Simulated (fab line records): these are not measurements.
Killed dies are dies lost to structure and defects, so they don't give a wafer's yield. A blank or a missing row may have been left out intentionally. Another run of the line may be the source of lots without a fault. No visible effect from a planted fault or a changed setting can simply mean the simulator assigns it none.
fab line records | flow n5_finfet
[record] lots = 13 wafers = 36 last_day = 18
route steps=1938 shown BEOL_M2@894 TV_OPEN@1890 PAD_METAL@1896 PASSIVATION@1936
lots that met no fault: taken from a fault-free run of the same line
start_h: start of the lot's first displayed wafer, in hours after the record's first day | wait_h: time in hours since the lot's previous step | " same as the row above | L1.1+2: a single row standing in for several wafers | - value missing, or start not given | * or withheld: withheld | < > ~ a bound
route shown NAME@n: NAME is a module with steps in the file, n the number in the route of the first one | usual: average and standard deviation across the fault-free wafers | same: alike in all rows | chamber/n: place in a boat | sites: readings site by site | _std_site: the standard deviation of these | _edge_site: outer sites' mean less inner sites' | radius_mm: how far each site lies from the wafer's centre | mask NAME#n: copy n | behind: the tool/chamber that last shaped the wafer | hold: why the lot went on hold/how many hours it stayed there/how the hold came to an end | device: whichever transistor did not switch (one of n, p or np) | end of line: tests of these same wafers at the route's end | a step given without rows: its recipe and nothing more | killed: at the first sort, the dies lost to defects and structure; wafer yield is something else | map: a wafer's dies, marking killed ones x, the rest . and places with no die _
set.NAME: the run value of the setting; set.NAME@STEP: its run value at that earlier step | model.NAME: the simulator's own value behind a step, which no gauge read
the route's steps for a sample of lots (tables are steps, rows are wafers)
services: from which hour (start_h, from the record's first day; less than 0 if before it) a tool's chamber was out of use, for how many hours, and why
[[steps]]
[step N5_BEOL_M2_HM_STRIP_39]
[recipe] chemistry = peroxide_tin_strip material = TiN target_depth_a = 250 temp_c = 50 time_s = 158
// columns lot.wafer tool chamber start_h wait_h
L158.1+4+6 wet_bench-04 0,1,7 141.50 0.0
L160.5+6 wet_bench-04 7,1 154.23 0.0
L159.3+4+5 wet_bench-02 0,2,6 154.33 0.0
L162.1+2+3 wet_bench-02 6,4,7 169.50 0.0
L161.2+4+5 wet_bench-04 0,2,5 172.90 0.0
L163.2+4+5 wet_bench-04 1,2,3 177.36 0.0
L165.1+4+6 wet_bench-04 2,4,3 192.71 0.0
L172.4+5 wet_bench-01 3,6 233.75 0.0
L174.1+5+6 wet_bench-02 1,3,2 246.25 0.0
L175.3+4 wet_bench-01 6,3 250.42 0.0
L176.2+4+6 wet_bench-04 1,2,4 270.96 0.0
L178.1+4+6 wet_bench-04 7,6,4 274.43 0.0
L179.1+4+6 wet_bench-02 5,3,6 281.04 0.0
[step N5_PASSIVATION_ETCH_15]
[recipe] chemistry = CF4/N2 target = SiCN target_depth_a = 750 taper_deg = 2 time_s = 81.2 ion_energy_ev = 150 mask_material = SiNx pressure_mtorr = 40 source_w = 430 bias_w = 70 Ar_flow_sccm = 100 cf4_flow_sccm = 60 n2_flow_sccm = 60
[usual] drypump_motor_current_A = 5.9/0.36 oes_product_au = 0.80/0.084 rf_vpp_V = 381.9/2.4 showerhead_plenum_p_Torr = 2.19/0.098 throttle_valve_pct = 15.34/0.24
// columns lot.wafer tool chamber start_h wait_h drypump_motor_current_A oes_product_au rf_hours_counter_h rf_vpp_V showerhead_plenum_p_Torr throttle_valve_pct
L158.1 rie_diel-03 3 - - 5.5 0.94 5 383.8 2.35 14.94
L158.4 " 0 " " 5.8 0.87 63 382.4 2.24 15.56
L158.6 " 3 " " 5.5 0.95 - 384.6 2.35 14.92
L160.5 rie_diel-04 3 - - 5.7 0.76 - 379.2 2.04 15.23
L160.6 " 0 " " 5.4 0.73 - 380.0 2.10 15.33
L159.3 rie_diel-03 3 - - 5.5 0.92 10 384.7 2.35 14.93
L159.4 " 2 " " 6.5 0.91 24 380.4 2.17 14.99
L159.5 " 1 " " 5.6 0.74 - 379.3 2.10 15.80
L162.1 rie_diel-04 3 - - 5.6 0.76 152 377.9 2.04 15.24
L162.2 " 2 " " 6.0 0.88 25 384.3 2.26 15.37
L162.3 " 0 " " 5.4 0.73 193 381.0 2.10 15.35
L161.2 rie_diel-03 2 - - 6.5 0.91 27 382.5 2.16 15.01
L161.4 " 2 " " 6.5 0.91 - 382.3 2.16 14.98
L161.5 " 2 " " 6.5 0.91 - 380.8 2.16 15.00
L163.2 rie_diel-04 0 - - 5.4 0.73 197 379.9 2.10 15.33
L163.4 " 3 " " 5.7 0.76 156 377.0 2.04 15.25
L163.5 " 0 " " 5.4 0.72 - 380.0 2.10 15.34
L165.1 rie_diel-06 3 - - 6.0 0.73 170 380.1 2.13 15.61
L165.4 " 1 " " 6.2 0.84 70 379.7 2.15 15.53
L165.6 " 1 " " 6.2 0.84 - 380.1 2.15 15.54
L172.4 rie_diel-03 1 - - 5.6 0.71 243 381.1 2.09 15.82
L172.5 " 2 " " 6.5 0.88 - 381.7 2.16 15.03
L174.1 rie_diel-06 1 - - 6.2 0.81 87 379.4 2.15 15.56
L174.5 " 0 " " 5.5 0.90 - 384.2 2.34 15.18
L174.6 " 1 " " 6.2 0.82 - 379.8 2.15 15.57
L178.1 rie_diel-06 1 - - 6.2 0.81 90 380.2 2.15 15.58
L178.4 " 0 " " 5.5 0.89 32 383.8 2.34 15.19
L178.6 " 0 " " 5.5 0.89 - 385.0 2.34 15.18
L175.3 rie_diel-03 3 - - 5.5 0.85 48 384.7 2.34 15.01
L175.4 " 0 " " 5.9 0.80 - 382.7 2.22 15.64
L176.2 rie_diel-03 2 - - 6.6 0.84 67 381.6 2.15 15.08
L176.4 " 3 " " 5.5 0.84 51 386.0 2.33 15.03
L176.6 " 0 " " 5.8 0.80 - 383.0 2.22 15.64
L179.1 rie_diel-04 0 - - 5.4 0.70 224 379.1 2.09 15.39
L179.4 " 3 " " 5.6 0.73 186 378.4 2.03 15.30
L179.6 " 2 " " 6.0 0.84 - 383.0 2.25 15.43
[step N5_PASSIVATION_AL_DEP_21]
[recipe] material = Al target_thk_a = 28000 temp_c = 400 time_s = 170 power_w = 30000 chamber_pressure_pa = 0.4 gas = Ar
[usual] throttle_valve_pct = 29.8/0.82
// columns lot.wafer tool chamber start_h wait_h throttle_valve_pct
L158.1 pvd_sputter-03 - 261.10 0.1 29.5
L158.4 " - " " 30.2
L158.6 " - " " 30.0
L160.5 pvd_sputter-02 - 274.74 0.1 29.0
L160.6 " - " " 30.9
L159.3 pvd_sputter-03 - 282.00 0.1 30.2
L159.4 " - " " 29.2
L159.5 " - " " 30.7
L162.1 pvd_sputter-02 - 283.87 0.1 29.1
L162.2 " - " " 31.0
L162.3 " - " " 30.4
L161.2 pvd_sputter-03 - 288.82 0.1 30.8
L161.4 " - " " 29.3
L161.5 " - " " 29.2
L163.2 pvd_sputter-01 - 299.52 0.1 29.0
L163.4 " - " " 30.2
L163.5 " - " " 30.8
L165.1 pvd_sputter-03 - 321.39 0.1 30.0
L165.4 " - " " 29.5
L165.6 " - " " 30.1
L172.4 pvd_sputter-01 - 351.52 0.1 30.2
L172.5 " - " " 28.9
L174.1 pvd_sputter-01 - 383.08 0.1 28.8
L174.5 " - " " 28.9
L174.6 " - " " 29.3
L178.1 pvd_sputter-03 - 394.75 0.1 30.2
L178.4 " - " " 30.9
L178.6 " - " " 29.4
L175.3 pvd_sputter-03 - 402.21 0.1 30.6
L175.4 " - " " 29.5
L176.2 pvd_sputter-01 - 415.02 0.1 30.4
L176.4 " - " " 29.6
L176.6 " - " " 30.9
L179.1 pvd_sputter-01 - 418.56 0.1 29.7
L179.4 " - " " 28.9
L179.6 " - " " 30.3
[step N5_PASSIVATION_PROBE_49]
[usual] defect_limited_yield = 90.9/1.6 killed_at_M0_to_M3 = 34/10 killed_at_M4_up = 13/5.4 killed_at_contacts = 13/6 killed_at_front_end = 42/13 killed_at_other = 4/3.2 killed_dies = 107/18 killed_on_rim = 14/4.2 killed_open = 69/14 killed_short = 35/7.7 sort_bin_4_leakage = 0.02/0.17 sort_bin_5_function = 5.3/1 sort_bin_6_memory = 3.3/0.75 sort_bin_8_speed = 0.00/0.015 sort_n_pass = 1073/19 sort_yield_pct = 90.9/1.6
[same] gross_dies = 1180 killed_at_back_side = 0
// columns lot.wafer tool chamber start_h wait_h defect_limited_yield[%] killed_at_M0_to_M3 killed_at_M4_up killed_at_contacts killed_at_front_end killed_at_other killed_dies killed_on_rim killed_open killed_short sort_bin_4_leakage[%] sort_bin_5_function[%] sort_bin_6_memory[%] sort_bin_8_speed[%] sort_n_pass sort_yield_pct[%]
L163.2 prober-01 - 304.92 0.1 84.8 126 7 20 23 3 179 26 56 22 0 7.8 3.8 0 1001 84.8
L163.4 prober-01 - 305.02 0.2 84.4 119 11 17 36 1 184 23 62 27 0 9.2 3.3 0 996 84.4
L163.5 prober-01 - 305.07 0.2 85.0 134 6 10 24 3 177 28 48 19 0 8.1 3.1 0 1003 85.0
L165.1 prober-02 - 327.01 0.0 84.3 115 14 16 29 11 185 26 68 25 0.93 9.2 3.3 0 984 83.4
L165.4 prober-02 - 327.16 0.2 76.3 191 21 18 45 5 280 50 86 49 0 13.1 5.3 0 900 76.3
L165.6 prober-02 - 327.26 0.3 81.6 152 16 12 33 4 217 29 62 37 0 11.0 3.9 0 963 81.6
L172.4 prober-02 - 357.22 0.2 92.8 28 20 3 30 4 85 13 51 31 0 3.7 2.7 0 1095 92.8
L172.5 prober-02 - 357.27 0.2 93.1 24 23 6 23 6 82 10 61 20 0 4.2 2.6 0 1098 93.1
L176.2 prober-02 - 420.85 0.1 90.6 33 16 6 55 1 111 19 73 36 0 5.4 3.6 0 1069 90.6
L176.4 prober-02 - 420.95 0.2 90.4 41 6 26 31 9 113 15 70 41 0 4.9 4.2 0 1067 90.4
L176.6 prober-02 - 421.05 0.3 92.9 17 12 13 39 3 84 13 52 30 0 3.8 3.2 0 1096 92.9
// killed by level:class
L163.2 BEOL_M2:unspecified=101 MOL_CONTACT_COAG:geometric_particle:open=16 STI_FIN_REVEAL:geometric_particle:open=9 BEOL_M0:geometric_particle:open=6 BEOL_M0_SAQP:geometric_particle:short=5 GATE_CUT:geometric_particle:short=4 MOL_CONTACT_COAG:geometric_particle:short=4 BEOL_M1:geometric_particle:open=4
L163.4 BEOL_M2:unspecified=94 MOL_CONTACT_COAG:geometric_particle:open=16 FIN_SAQP:geometric_particle:short=11 BEOL_M1:geometric_particle:open=9 FIN_SAQP:geometric_particle:open=8 BEOL_M4:geometric_particle:open=7 BEOL_M0_SAQP:geometric_particle:open=6 STI_FIN_REVEAL:geometric_particle:open=3
L163.5 BEOL_M2:unspecified=109 MOL_CONTACT_COAG:geometric_particle:open=8 STI_FIN_REVEAL:geometric_particle:open=7 BEOL_M2:geometric_particle:open=6 GATE_CUT:geometric_particle:short=4 BEOL_M1:geometric_particle:open=4 BEOL_M3:geometric_particle:open=4 BEOL_M0_SAQP:geometric_particle:open=3
L165.1 BEOL_M2:unspecified=90 MOL_CONTACT_COAG:geometric_particle:open=12 STI_FIN_REVEAL:geometric_particle:open=11 BEOL_M4:geometric_particle:open=10 BEOL_M0_SAQP:geometric_particle:open=8 BEOL_M1:geometric_particle:open=6 FIN_SAQP:geometric_particle:short=5 STI_FIN_REVEAL:geometric_particle:short=4
L165.4 BEOL_M2:unspecified=134 BEOL_M0_SAQP:geometric_particle:short=19 FIN_SAQP:geometric_particle:open=15 BEOL_M0_SAQP:geometric_particle:open=15 BEOL_M4:geometric_particle:open=13 MOL_CONTACT_COAG:geometric_particle:open=11 HKMG_FIN:area_etch=11 BEOL_M2:geometric_particle:open=10
L165.6 BEOL_M2:unspecified=117 BEOL_M4:geometric_particle:open=10 FIN_SAQP:geometric_particle:open=9 BEOL_M0_SAQP:geometric_particle:short=8 BEOL_M3:geometric_particle:open=7 MOL_CONTACT_COAG:geometric_particle:open=7 STI_FIN_REVEAL:geometric_particle:open=6 FIN_SAQP:geometric_particle:short=5
L172.4 BEOL_M4:geometric_particle:open=7 BEOL_M0_SAQP:geometric_particle:short=6 BEOL_M0_SAQP:geometric_particle:open=5 BEOL_M3:geometric_particle:open=5 BEOL_M5:geometric_particle:open=5 DUMMY_GATE:geometric_particle:open=4 ILD0:geometric_particle:short=4 GATE_CUT:geometric_particle:short=4
L172.5 BEOL_M2:geometric_particle:open=8 BEOL_M5:geometric_particle:open=6 STI_FIN_REVEAL:geometric_particle:open=6 FIN_SAQP:geometric_particle:short=5 MOL_CONTACT_COAG:geometric_particle:open=5 BEOL_M8:geometric_particle:open=5 BEOL_M1:geometric_particle:open=4 BEOL_M4:geometric_particle:open=4
L176.2 FIN_SAQP:geometric_particle:short=12 STI_FIN_REVEAL:geometric_particle:open=11 FIN_SAQP:geometric_particle:open=7 BEOL_M1:geometric_particle:open=7 BEOL_M2:geometric_particle:open=7 DUMMY_GATE:geometric_particle:open=6 BEOL_M3:geometric_particle:open=6 MOL_CONTACT_COAG:geometric_particle:open=5
L176.4 MOL_CONTACT_COAG:geometric_particle:open=20 FIN_SAQP:geometric_particle:short=8 STI_FIN_REVEAL:geometric_particle:open=7 BEOL_M0_SAQP:geometric_particle:short=7 BEOL_M2:geometric_particle:open=7 BEOL_M3:geometric_particle:open=7 BEOL_M0_SAQP:geometric_particle:open=6 PAD_METAL:geometric_particle:short=6
L176.6 FIN_SAQP:geometric_particle:open=13 MOL_CONTACT_COAG:geometric_particle:open=10 FIN_SAQP:geometric_particle:short=9 BEOL_M4:geometric_particle:short=7 STI_FIN_REVEAL:geometric_particle:open=4 DUMMY_GATE:geometric_particle:open=4 BEOL_M2:geometric_particle:open=4 MOL_CONTACT_COAG:geometric_particle:short=3
[[services]]
// columns tool chamber start_h hours kind
rie_diel-04 - 136.74 2.8 pm
wet_bench-02 - 142.20 4.6 repair
rie_diel-04 2 157.46 2.1 repair
rie_diel-03 2 175.53 - clean
rie_diel-03 2 175.53 - consumable_replace:focus_ring
rie_diel-03 2 175.53 31.8 scheduled_down
rie_diel-03 2 175.53 31.8 vent_cycle
rie_diel-06 2 178.37 10.6 repair
wet_bench-02 - 190.14 9.7 repair
rie_diel-06 - 201.59 2.8 pm
wet_bench-02 - 202.60 0.8 repair
rie_diel-04 0 209.83 5.8 repair
wet_bench-04 - 229.44 4.0 repair
rie_diel-04 0 250.43 17.9 repair
rie_diel-03 - 267.61 2.8 pm
rie_diel-03 3 285.89 4.9 repair
pvd_sputter-02 - 305.99 6.3 repair
rie_diel-06 - 318.79 1.1 repair
rie_diel-04 0 341.79 8.0 repair
pvd_sputter-02 - 359.20 3.8 repair
rie_diel-06 0 366.77 5.4 repair
rie_diel-04 0 391.03 6.1 repair
rie_diel-06 3 398.14 6.2 repair
pvd_sputter-03 - 413.79 4.6 repair
[[key]]
[first_sign] step = N5_PASSIVATION_PROBE_49 reading = killed_at_M0_to_M3 direction = up sigmas = 10 usual = 34 struck = 140
[effect] step = N5_PASSIVATION_PROBE_49 reading = defect_limited_yield direction = down sigmas = 5.2 usual = 90.9 struck = 82.7
[more_kills_born_at] N5_BEOL_M2_HM_STRIP_39@wet_bench-04 = 645
met_at N5_BEOL_M2_HM_STRIP_39
struck_lots L163,L165
[baseline_loss] step = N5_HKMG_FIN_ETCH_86 wafers = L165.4
not_acting_at N5_PASSIVATION_ETCH_15,N5_PASSIVATION_AL_DEP_21
onset_between 172.90 177.36
[fault] kind = chamber_particle_source tool = wet_bench-04 chamber = - onset_h = 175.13 steps = N5_BEOL_M2_HM_STRIP_39 rate_per_visit_cm2 = 1.8418 end_h = 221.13
// baseline_loss: these wafers lose ten dies or more at that step, a loss of the line's own and not of a fault; the sort's usual values leave them out
